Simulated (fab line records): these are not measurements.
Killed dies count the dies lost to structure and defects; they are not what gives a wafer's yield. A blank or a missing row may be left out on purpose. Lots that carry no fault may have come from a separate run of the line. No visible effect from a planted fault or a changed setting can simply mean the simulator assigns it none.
Comparing a struck lot with a sound one + flow n5Finfet + 14 out of 1938 route steps
Sound: the wafers L517.1, L517.3, L517.4. Struck: wafers L532.1, L532.2, L532.3. The cause comes at the end.
Order at every step that has rows: each side's tool, ch and its chambers, its first start. Under that, the readings that differ: sound wafers + struck wafers + difference of the means + sigmas: that difference in standard deviations of wafers without a fault.
alike: words and numbers the same on both sides, and readings whose means are apart by under 2 such deviations; not compared: readings that were withheld, readings missing a value for some wafer, numbers with overlapping values and no deviation given by the record, and bounds like >300 which may hide the same value.
Wherever a step has rows on one side only, a row that says differs or no value, or a row with sigmas, the two part there. Non-overlapping numbers with no deviation appear without sigmas and do not part them. A reading missing from all wafers of one side parts the sides only when that side holds two or more wafers.

N5_BEOL_M3_ILD_DEP_00: deposits SiOC from DEMS/O2, target thk 79 nm, time 15.3 s.
  sound on pecvd-02 ch 1,2, day 8 17:23; struck on pecvd-03 ch 0,1,2, day 12 10:10
  alike: heaterPowerOuterW, heaterPowerW, showerheadPlenumPTorr, throttleValvePct
N5_BEOL_M3_THK_MEAS_01:
  struck on filmMetro-01, day 12 10:14; sound on filmMetro-02, day 8 17:28
  alike: M3_ILD_THK
N5_BEOL_M3_PECVD_72: deposits SiO2 from TEOS/O2, target thk 16 nm, time 18 s.
  sound on pecvd-03 ch 1,2, day 8 17:30; struck on pecvd-03 ch 0,1,2, day 12 10:17
  alike: heaterPowerOuterW, heaterPowerW, showerheadPlenumPTorr, throttleValvePct
N5_BEOL_M3_HM_DEP_02: deposits TiN, target thk 20 nm.
  struck on pvdSputter-02, day 12 10:46; sound on pvdSputter-01, day 8 18:55
  alike: chamberPressurePa, throttleValvePct
then, 8 steps without rows for these wafers: N5_BEOL_M3_COAT_61 (time 60 s, resist thk 60 nm); N5_BEOL_M3_COAT_62 (time 60 s, resist thk 12 nm); N5_BEOL_M3_COAT_73 (time 60 s, resist thk 5 nm); N5_BEOL_M3_COAT_05 (resist thk 30 nm); N5_BEOL_M3_EBR_07; N5_BEOL_M3_SOFTBAKE_06 (time 60 s); N5_BEOL_M3_EXPOSE_08 (exposes mask M3); N5_BEOL_M3_PEB_09 (peb time 60 s).
N5_BEOL_M3_DEVELOP_10: develop time 30 s.
  struck on lithoTrack-04, day 12 11:13; sound on lithoTrack-01 ch 0, day 8 19:14
  no value came back on the struck wafers for chillPlateTempC (C), developTimeS (s); on the sound wafers chillPlateTempC (C) reads 22.95 23.03 23.02
| reading                                     | sound          | struck     | difference | sigmas |
|---------------------------------------------|----------------|------------|------------|--------|
| model.CAR-EUV_of_BEOL_M3_COAT_05.thkNm (nm) | 29.4 29.4 29.4 | 30 30 29.8 | +1         |        |
N5_BEOL_M3_CD_MEAS_11 targets a cd of 17.05 nm.
  sound on cdSem-03 ch 0, day 8 19:18; struck on cdSem-01 ch 0, day 12 11:17
| reading   | sound             | struck | difference                    | sigmas |
|-----------|-------------------|--------|-------------------------------|--------|
| cdNm (nm) | 16.83 17.55 17.03 | - - -  | no value on the struck wafers |        |

## WHERE THEY PART
First at N5_BEOL_M3_DEVELOP_10; last, within this record, at N5_BEOL_M3_CD_MEAS_11.

WHY: what had been put in by the simulator
At N5_BEOL_M3_DEVELOP_10, the step was skipped entirely on lithoTrack-04 from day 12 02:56 on. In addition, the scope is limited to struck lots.
